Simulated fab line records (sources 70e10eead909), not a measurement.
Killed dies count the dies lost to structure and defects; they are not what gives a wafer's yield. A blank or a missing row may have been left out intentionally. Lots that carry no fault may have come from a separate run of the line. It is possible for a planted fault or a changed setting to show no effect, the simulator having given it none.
fab line records ; flow nand-harc
record lots=7; wafers=21; last-day=34
route steps=1302 shown P_STI@107 P_GATE@110 END@1302
lots that met no fault: from a run of the same line without faults
start-h: the number of hours between the record's first day and the start of the first shown wafer of the lot ; wait-h: hours since the lot's step before ; " the same as in the row above ; L1.1+2: a single row standing in for several wafers ; - either no value or no given start ; * or withheld: withheld ; < > ~ a bound
route shown NAME@n: names a module that has steps shown in the file, with the first one's number in the route ; usual: the fault-free wafers' mean and standard deviation ; same: alike in all rows ; chamber/n: place in a boat ; sites: each site's reading ; _std_site: the standard deviation of these ; _edge_site: inner sites' mean taken away from outer sites' mean ; radius-mm: how far each site lies from the wafer's centre ; mask NAME#n: copy n ; behind: the tool/chamber that last shaped the wafer ; hold: the reason the lot was held/the length of the hold in hours/how it ended ; device: whichever transistor did not switch (one of n, p or np) ; end of line: tests run on the same wafers once the route is complete ; a step without rows: its recipe alone ; killed: dies that structure and defects cost at the first sort, which is not the same as the wafer's yield ; map: per-die view of a wafer (x killed, . not killed, _ where there is no die)
set.NAME: setting as actually run; set.NAME@STEP: the setting as run at that earlier step ; model.NAME: the simulator's own value behind a step, which no gauge read
a table for each step, a row for each wafer; lots at some steps of the route
services: when a tool's chamber went out of use (start-h, in hours from the record's first day, below 0 if earlier), for how many hours, and the reason
## steps
# step NHARC_P_STI_SRD_39
# step NHARC_P_STI_OXIDE_40
# recipe target-thk-a=100; temp-c=900; ox-time-s=1362; material=SiO2
# step NHARC_P_STI_INSPECT_25
# usual raw-defect-count=210/84
lot.wafer;tool;chamber;start-h;wait-h;raw-defect-count
L925.1;defect-inspect-01;-;113.54;0.4;250
L925.2;defect-inspect-01;-;113.54;0.4;229
L925.4;defect-inspect-01;-;113.54;0.4;320
L929.4;defect-inspect-01;-;158.13;0.4;133
L929.5;defect-inspect-01;-;158.13;0.4;146
L929.6;defect-inspect-01;-;158.13;0.4;94
L935.2;defect-inspect-02;-;219.58;0.4;297
L935.3;defect-inspect-02;-;219.58;0.4;327
L935.4;defect-inspect-02;-;219.58;0.4;365
L937.1;defect-inspect-01;-;232.83;0.4;181
L937.3;defect-inspect-01;-;232.83;0.4;212
L937.5;defect-inspect-01;-;232.83;0.4;153
L939.1;defect-inspect-02;-;251.22;0.4;224
L939.2;defect-inspect-02;-;251.22;0.4;241
L939.6;defect-inspect-02;-;251.22;0.4;149
L943.3;defect-inspect-02;-;289.42;0.4;133
L943.4;defect-inspect-02;-;289.42;0.4;203
L943.6;defect-inspect-02;-;289.42;0.4;273
L944.1;defect-inspect-02;-;300.57;0.4;243
L944.3;defect-inspect-02;-;300.57;0.4;244
L944.5;defect-inspect-02;-;300.57;0.4;166
# step NHARC_P_GATE_ETCH_69
# recipe target-depth-a=140; chemistry=dHF; material=SiO2
# step NHARC_P_GATE_PRECLEAN_70
# recipe time-s=*; temp-c=50; bath-age-min=0; chemistry=SC1
# step NHARC_P_GATE_SRD_01
# step NHARC_P_GATE_OXIDE_02
# recipe target-thk-a=375; temp-c=950; p-h2o-torr=720; ox-time-s=365; material=SiO2
# step NHARC_P_GATE_DEHYDRATE_03
# recipe temp-c=150; time-s=120
# step NHARC_P_GATE_HMDS_04
# recipe time-s=30
# step NHARC_P_GATE_COAT_05
# recipe spin-rpm=4690
# step NHARC_P_GATE_SOFTBAKE_06
# recipe temp-c=122; time-s=95
# step NHARC_P_GATE_EBR_07
# step NHARC_P_GATE_EXPOSE_08
# recipe na=0.6; dose-mj=16.75; mask-id=P_HV
# usual exposure-dose-mJ-cm2=16.751/0.018
lot.wafer;tool;chamber;start-h;wait-h;mask;exposure-dose-mJ-cm2
L925.1;krf-scanner-03;0;121.74;-;P_HV#0;16.751
L925.2;krf-scanner-03;0;121.74;-;P_HV#0;16.760
L925.4;krf-scanner-03;0;121.74;-;P_HV#0;16.743
L929.4;krf-scanner-04;0;167.37;-;P_HV#0;16.732
L929.5;krf-scanner-04;0;167.37;-;P_HV#0;16.738
L929.6;krf-scanner-04;0;167.37;-;P_HV#0;16.781
L935.2;krf-scanner-04;0;227.76;-;P_HV#0;16.396
L935.3;krf-scanner-04;0;227.76;-;P_HV#0;16.371
L935.4;krf-scanner-04;0;227.76;-;P_HV#0;16.393
L937.1;krf-scanner-04;0;241.98;-;P_HV#0;16.422
L937.3;krf-scanner-04;0;241.98;-;P_HV#0;16.392
L937.5;krf-scanner-04;0;241.98;-;P_HV#0;16.428
L939.1;krf-scanner-04;0;260.39;-;P_HV#0;16.350
L939.2;krf-scanner-04;0;260.39;-;P_HV#0;16.379
L939.6;krf-scanner-04;0;260.39;-;P_HV#0;16.381
L943.3;krf-scanner-02;0;297.72;-;P_HV#0;16.727
L943.4;krf-scanner-02;0;297.72;-;P_HV#0;16.731
L943.6;krf-scanner-02;0;297.72;-;P_HV#0;16.761
L944.1;krf-scanner-02;0;312.11;-;P_HV#0;16.753
L944.3;krf-scanner-02;0;312.11;-;P_HV#0;16.742
L944.5;krf-scanner-02;0;312.11;-;P_HV#0;16.765
# step NHARC_P_GATE_PEB_09
# recipe peb-temp-c=118; peb-time-s=85
# step NHARC_END_SORT_01
# recipe temp-c=25
# usual killed-at-array=54/23; killed-at-other=1.2/1.5; killed-at-periphery=3.9/2.5; killed-dies=59/23; killed-open=3.2/1.7; killed-short=2.4/1.6
# same gross-dies=677
lot.wafer;tool;chamber;start-h;wait-h;killed-at-array;killed-at-other;killed-at-periphery;killed-dies;killed-open;killed-short
L929.4;prober-01;0;651.82;3.4;28;6;5;39;4;1
L929.5;prober-01;0;652.61;3.7;27;2;5;34;2;2
L929.6;prober-01;0;653.40;4.0;22;4;7;33;2;2
L935.2;prober-02;0;714.66;2.8;29;1;9;39;6;0
L935.3;prober-02;0;715.47;3.1;24;1;13;38;3;3
L935.4;prober-02;0;716.28;3.4;20;1;6;27;1;2
L937.1;prober-01;0;734.09;2.5;81;3;2;86;5;3
L937.3;prober-01;0;735.69;3.1;87;0;3;90;5;3
L937.5;prober-01;0;737.29;3.7;81;0;5;86;5;2
L939.1;prober-02;0;748.90;2.6;73;2;3;78;3;2
L939.2;prober-02;0;749.71;2.9;58;2;6;66;5;0
L939.6;prober-02;0;752.96;4.1;71;1;0;72;1;0
L944.1;prober-02;0;806.25;2.5;57;0;0;57;8;5
L944.3;prober-02;0;807.86;3.1;52;1;6;59;2;5
L944.5;prober-02;0;809.47;3.7;55;0;1;56;2;2
# killed by level:class
L929.4 A_CHANNEL_HOLE_D2:chamber-film-flake=9 A_STAIRCASE:chamber-film-flake=6 THIN_TSV:chamber-film-flake=6 A_CHANNEL_HOLE_D1:chamber-film-flake=4 A_CONTACT:chamber-film-flake=3 P_GATE:chamber-film-flake=2 P_GATE:geometric-particle:open=1 A_CHANNEL_FILL_D2:geometric-particle:open=1
L929.5 A_CHANNEL_HOLE_D2:chamber-film-flake=13 A_CONTACT:chamber-film-flake=7 P_BONDPAD:chamber-film-flake=2 A_SLIT:chamber-film-flake=2 THIN_TSV:chamber-film-flake=2 P_CONTACT:geometric-particle:open=1 P_M2:geometric-particle:open=1 A_CHANNEL_FILL_D1:geometric-particle:short=1
L929.6 A_CHANNEL_HOLE_D2:chamber-film-flake=8 P_GATE:chamber-film-flake=3 A_STAIRCASE:chamber-film-flake=3 A_CONTACT:chamber-film-flake=3 THIN_TSV:chamber-film-flake=3 P_ZERO_WELL:chamber-film-flake=2 A_CHANNEL_HOLE_D1:chamber-film-flake=2 A_SLIT:chamber-film-flake=2
L935.2 A_CHANNEL_HOLE_D1:chamber-film-flake=7 A_SLIT:chamber-film-flake=7 P_GATE:chamber-film-flake=5 A_CONTACT:chamber-film-flake=5 A_STAIRCASE:chamber-film-flake=4 A_BLC:geometric-particle:open=2 P_M2:chamber-film-flake=2 P_GATE:geometric-particle:open=1
L935.3 A_CHANNEL_HOLE_D1:chamber-film-flake=11 P_GATE:chamber-film-flake=6 P_M2:chamber-film-flake=5 A_SLIT:chamber-film-flake=5 A_M0:geometric-particle:open=2 P_M0:geometric-particle:open=1 A_ONON_D1:geometric-particle:short=1 A_CHANNEL_FILL_D1:geometric-particle:short=1
L935.4 A_CHANNEL_HOLE_D1:chamber-film-flake=8 A_STAIRCASE:chamber-film-flake=4 P_GATE:chamber-film-flake=3 A_SLIT:chamber-film-flake=3 P_M2:geometric-particle:open=1 A_CHANNEL_FILL_D2:geometric-particle:short=1 A_M1:geometric-particle:short=1 P_STI:chamber-film-flake=1
L937.1 A_SLIT:chamber-film-flake=34 A_CHANNEL_HOLE_D1:chamber-film-flake=32 A_STAIRCASE:chamber-film-flake=5 A_CONTACT:chamber-film-flake=3 THIN_TSV:chamber-film-flake=3 A_CHANNEL_FILL_D2:geometric-particle:open=2 A_WL_FILL:geometric-particle:short=2 P_GATE:geometric-particle:open=1
L937.3 A_CHANNEL_HOLE_D1:chamber-film-flake=33 A_SLIT:chamber-film-flake=33 A_STAIRCASE:chamber-film-flake=9 A_CONTACT:chamber-film-flake=4 A_ONON_D1:geometric-particle:open=2 P_GATE:geometric-particle:short=1 P_GATE:geometric-particle:open=1 A_SOURCE_PLATE:geometric-particle:open=1
L937.5 A_CHANNEL_HOLE_D1:chamber-film-flake=37 A_SLIT:chamber-film-flake=27 A_STAIRCASE:chamber-film-flake=7 A_CONTACT:chamber-film-flake=4 A_ONON_D1:geometric-particle:open=2 P_GATE:chamber-film-flake=2 P_STI:geometric-particle:short=1 P_GATE:geometric-particle:open=1
L939.1 A_CHANNEL_HOLE_D1:chamber-film-flake=27 A_CHANNEL_HOLE_D2:chamber-film-flake=25 A_CONTACT:chamber-film-flake=6 A_SLIT:chamber-film-flake=5 A_STAIRCASE:chamber-film-flake=2 HYBRID_BOND:chamber-film-flake=2 P_CONTACT:geometric-particle:open=1 A_ONON_D1:geometric-particle:short=1
L939.2 A_CHANNEL_HOLE_D1:chamber-film-flake=30 A_CHANNEL_HOLE_D2:chamber-film-flake=15 A_STAIRCASE:chamber-film-flake=5 A_CONTACT:chamber-film-flake=3 P_CONTACT:geometric-particle:open=2 P_STI:chamber-film-flake=2 P_BONDPAD:chamber-film-flake=2 THIN_TSV:chamber-film-flake=2
L939.6 A_CHANNEL_HOLE_D1:chamber-film-flake=35 A_CHANNEL_HOLE_D2:chamber-film-flake=17 A_CONTACT:chamber-film-flake=7 A_STAIRCASE:chamber-film-flake=3 A_WL_FILL:chamber-film-flake=3 A_SLIT:chamber-film-flake=2 A_CONTACT:geometric-particle:open=1 A_CHANNEL_FILL_D1:chamber-film-flake=1
L944.1 A_CHANNEL_HOLE_D2:chamber-film-flake=18 A_CONTACT:chamber-film-flake=10 A_SLIT:chamber-film-flake=8 A_SGD_CUT:chamber-film-flake=4 A_ONON_D1:geometric-particle:open=3 A_WL_FILL:chamber-film-flake=2 A_SOURCE_PLATE:geometric-particle:open=1 A_ONON_D1:geometric-particle:short=1
L944.3 A_CHANNEL_HOLE_D2:chamber-film-flake=22 A_SLIT:chamber-film-flake=8 A_CONTACT:chamber-film-flake=6 P_GATE:chamber-film-flake=4 A_BONDPAD:chamber-film-flake=3 A_CHANNEL_FILL_D1:geometric-particle:short=2 A_SGD_CUT:chamber-film-flake=2 A_WL_FILL:chamber-film-flake=2
L944.5 A_CHANNEL_HOLE_D2:chamber-film-flake=26 A_CONTACT:chamber-film-flake=10 A_SLIT:chamber-film-flake=8 A_SGD_CUT:chamber-film-flake=3 A_CHANNEL_FILL_D2:geometric-particle:open=2 A_CHANNEL_FILL_D2:geometric-particle:short=1 A_CONTACT:geometric-particle:short=1 P_GATE:chamber-film-flake=1
## services
tool;chamber;start-h;hours;kind
krf-scanner-02;-;111.57;1.1;repair
krf-scanner-04;0;142.06;-;calibration
krf-scanner-03;0;150.48;-;calibration
krf-scanner-04;-;161.83;2.0;repair
krf-scanner-04;-;182.00;4.0;pm
krf-scanner-03;-;184.27;35.9;repair
krf-scanner-02;0;202.43;-;calibration
krf-scanner-03;-;224.00;4.0;pm
krf-scanner-02;-;266.00;4.0;pm
krf-scanner-03;-;269.46;1.4;repair
krf-scanner-04;0;309.77;-;calibration
## key
first-sign step=NHARC_P_GATE_EXPOSE_08; reading=exposure-dose-mJ-cm2; direction=down; sigmas=20; usual=16.751; struck=16.390
effect none on later readings
met-at NHARC_P_GATE_EXPOSE_08
struck-wafers L935.2,L935.3,L935.4,L937.1,L937.3,L937.5,L939.1,L939.2,L939.6
tester-left-out L935,L937,L939
onset-between 167.37 227.76
fault kind=process-parameter-drift; tool=krf-scanner-04; chamber=-; onset-h=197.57; steps=NHARC_P_GATE_EXPOSE_08; channel=dose-mj; offset=-0.36569; shape=step; acts-in=these-recipes-only; stated=16.75
# tester-left-out: of these lots the tester's yield and bins aren't shown, on N5 and GAA mostly nor the transistor test; their killed dies are dies lost to structure and defects alone, not to doping, threshold or leakage, so they don't give the yield
